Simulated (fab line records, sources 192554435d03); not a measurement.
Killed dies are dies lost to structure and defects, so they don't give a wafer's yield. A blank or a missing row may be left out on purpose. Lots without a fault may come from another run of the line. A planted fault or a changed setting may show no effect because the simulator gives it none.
A struck lot beside a sound one | flow n5_finfet | 36 steps out of a route of 1938
Sound: wafers L550.1, L550.2, L550.6. Struck: wafer L558.6. (L558.2, L558.5 of the same lot were not struck and are left out.) The cause comes at the end.
At each step with rows: each side's tool, then ch and its chambers, then its first start. Under that, the readings that differ: sound wafers | struck wafers | difference of the means | sigmas: that difference in standard deviations of wafers without a fault.
alike: readings whose means differ by less than 2 such deviations, and words and numbers that are the same on both sides. not compared: withheld readings, readings that some wafer has no value for, bounds like >300 that may hide the same value, and numbers for which the record gives no deviation and whose values overlap.
The two part at a step that has a row with sigmas, a row that says differs or no value, or rows on one side only. Numbers that don't overlap but have no deviation are shown without sigmas and don't part them. A reading that every wafer of one side lacks parts them only if that side has two wafers or more.

first, 8 steps without rows for these wafers: N5_BEOL_M8_SPUTTER_48 (material Cu, target thk 10 nm, time 1.667 s); N5_BEOL_M8_ECD_50 (material Cu, target thk 300 nm); N5_BEOL_M8_ANNEAL_51 (time 90 s); N5_BEOL_M8_CMP_52 (polishes, stops on SiCOH lowk, t overpolish 6.9 s, target thk 80 nm); N5_BEOL_M8_PRE_CLEAN_55 (time 15 s); N5_BEOL_M8_DEP_56 (deposits SiCN from 3MS/NH3, target thk 10 nm, time 17.5 s); N5_BEOL_M9_ILD_DEP_00 (deposits SiCOH lowk from DEMS/porogen, target thk 308.51 nm, time 58 s); N5_BEOL_M9_CURE_71 (cures SiCOH lowk, time 240 s).
N5_BEOL_M9_PECVD_70: deposits SiO2 from TEOS/O2, target thk 20 nm, time 22.7 s.
  sound on pecvd-01 ch 0,1,2, day 11 05:07; struck on pecvd-01 ch 2, day 13 08:14
  reading                                    | sound             | struck | difference | sigmas
  chamber_pressure_Torr (Torr)               | 5.514 5.510 5.518 | 5.486  | -0.028     | -2
  model.SiO2_of_BEOL_M9_PECVD_70.thk_nm (nm) | 19.6 19.6 19.6    | 15.8   | -3.8       |
  alike: heater_power_w, showerhead_plenum_p_Torr, throttle_valve_pct
then, 25 steps without rows for these wafers: N5_BEOL_M9_HM_DEP_02 (deposits TiN, target thk 20 nm); N5_BEOL_M9_COAT_59 (time 60 s, resist thk 100 nm); N5_BEOL_M9_COAT_60 (time 60 s, resist thk 30 nm); N5_BEOL_M9_COAT_05 (resist thk 90 nm); N5_BEOL_M9_EBR_07; N5_BEOL_M9_SOFTBAKE_06 (time 60 s); N5_BEOL_M9_EXPOSE_08 (exposes mask M9); N5_BEOL_M9_PEB_09 (peb time 60 s); N5_BEOL_M9_DEVELOP_10 (develop time 30 s); N5_BEOL_M9_DESCUM_16 (chemistry O2, time 7.9 s); N5_BEOL_M9_ETCH_61 (etches SiARC in CF4, target depth 39 nm, time 65 s); N5_BEOL_M9_ETCH_62 (etches SOC in N2/H2, target depth 110 nm, overetch 22 nm, time 165 s); N5_BEOL_M9_STRIP_68 (strips in N2/H2); N5_BEOL_M9_STRIP_67 (strips in CF4); N5_BEOL_M9_HM_OPEN_17 (chemistry Cl2/BCl3, target TiN, target depth 20 nm, overetch 6 nm); N5_BEOL_M9_STRIP_19 (strips in O2); N5_BEOL_M9_COAT_63 (time 60 s, resist thk 60 nm); N5_BEOL_M9_COAT_64 (time 60 s, resist thk 12 nm); N5_BEOL_M9_COAT_75 (time 60 s, resist thk 5 nm); N5_BEOL_M9_COAT_22 (resist thk 30 nm); N5_BEOL_M9_EBR_24; N5_BEOL_M9_SOFTBAKE_23 (time 60 s); N5_BEOL_M9_EXPOSE_25 (exposes mask V8); N5_BEOL_M9_PEB_26 (peb time 60 s); N5_BEOL_M9_DEVELOP_27 (develop time 30 s).
N5_BEOL_M9_HM_STRIP_39: strips TiN in peroxide tin strip, target depth 25 nm, time 158 s.
  sound on wet_bench-01 ch 0,1,4, day 11 07:55; struck on wet_bench-02 ch 6, day 13 12:30
  reading                                    | sound          | struck | difference | sigmas
  model.SiO2_of_BEOL_M9_PECVD_70.thk_nm (nm) | 19.4 19.4 19.4 | 15.6   | -3.8       |
N5_BEOL_M9_CMP_52: polishes, stops on SiCOH lowk, t overpolish 7 s, target thk 140 nm.
  sound on cmp-02 ch 1,2, day 11 10:11; struck on cmp-02 ch 1, day 13 14:39
  reading                      | sound          | struck | difference | sigmas
  barrier_field_endpoint_s (s) | 28.2 27.9 28.0 | 23.8   | -4.2       | -6
  alike: motor_current_A

WHERE THEY PART
First at N5_BEOL_M9_PECVD_70; last, within this record, at N5_BEOL_M9_CMP_52.

WHY: what the simulator had put in
Process parameter drift: pecvd-01, from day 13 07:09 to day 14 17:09, at N5_BEOL_M9_PECVD_70. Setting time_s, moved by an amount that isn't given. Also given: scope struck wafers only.
